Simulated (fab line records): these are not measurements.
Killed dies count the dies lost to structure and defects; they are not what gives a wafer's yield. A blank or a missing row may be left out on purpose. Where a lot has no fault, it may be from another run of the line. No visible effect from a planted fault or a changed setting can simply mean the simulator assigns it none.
Chamber matching || flow nand_harc || 4 sister chambers for NHARC_A_BLC_CMP_25 on cmp-04
The step polishes, t overpolish 30 s, target thk 150 nm. 7 wafers are shown with their chamber, then 7 later ones without.

## WAFERS PAIRED WITH THEIR CHAMBERS
{"wafer": "L247.3", "chamber": 3, "motor_current_A (A)": 14.5, "time_to_endpoint_s (s)": 27.5}
{"wafer": "L247.4", "chamber": 2, "motor_current_A (A)": 13.4, "time_to_endpoint_s (s)": 27.1}
{"wafer": "L249.2", "chamber": 3, "motor_current_A (A)": 14.7, "time_to_endpoint_s (s)": 26.7}
{"wafer": "L249.3", "chamber": 1, "motor_current_A (A)": 13.5, "time_to_endpoint_s (s)": 31.9}
{"wafer": "L249.4", "chamber": 0, "motor_current_A (A)": 12.5, "time_to_endpoint_s (s)": 28.4}
{"wafer": "L259.1", "chamber": 1, "motor_current_A (A)": 13.5, "time_to_endpoint_s (s)": 25.7}
{"wafer": "L259.3", "chamber": 0, "motor_current_A (A)": 12.5, "time_to_endpoint_s (s)": 22.2}

## WAFERS WITH NO CHAMBER GIVEN
{"wafer": "L259.6", "motor_current_A (A)": 13.9, "time_to_endpoint_s (s)": 24.8}
{"wafer": "L264.1", "motor_current_A (A)": 13.0, "time_to_endpoint_s (s)": 26.9}
{"wafer": "L264.2", "motor_current_A (A)": 12.2, "time_to_endpoint_s (s)": 22.7}
{"wafer": "L264.4", "motor_current_A (A)": 13.0, "time_to_endpoint_s (s)": 27.0}
{"wafer": "L263.1", "motor_current_A (A)": 13.3, "time_to_endpoint_s (s)": 26.6}
{"wafer": "L263.5", "motor_current_A (A)": 12.6, "time_to_endpoint_s (s)": 25.7}
{"wafer": "L263.6", "motor_current_A (A)": 13.5, "time_to_endpoint_s (s)": 24.6}

## CHAMBER TAKEN BY EACH
{"wafer": "L259.6", "from the rows above": "can't be placed: 1 or 2", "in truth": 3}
{"wafer": "L264.1", "from the rows above": "can't be placed: 2 or 0 or 1", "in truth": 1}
{"wafer": "L264.2", "from the rows above": 0, "in truth": 0}
{"wafer": "L264.4", "from the rows above": "can't be placed: 2 or 0 or 1", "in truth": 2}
{"wafer": "L263.1", "from the rows above": "can't be placed: 2 or 1", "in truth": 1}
{"wafer": "L263.5", "from the rows above": 0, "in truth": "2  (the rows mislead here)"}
{"wafer": "L263.6", "from the rows above": "can't be placed: 1 or 2", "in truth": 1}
Correctly placed: 1 of 7. These rows do not allow placing 5 (true chamber among the candidates in 4). Wrongly placed: 1.
How it was worked out, from the rows above alone: a wafer's distance from a chamber is the root of the sum, over the readings, of the square of ((its reading less the chamber's mean) divided by the reading's scatter). If the next closest chamber is less than 2 further off than the closest, the wafer can't be placed; otherwise it belongs to the closest. For every chamber, the mean is computed from those of its wafers that are shown. The scatter is the square root of a quotient: the sum, over the shown wafers, of each reading's squared deviation from its chamber's mean, divided by wafers minus chambers.
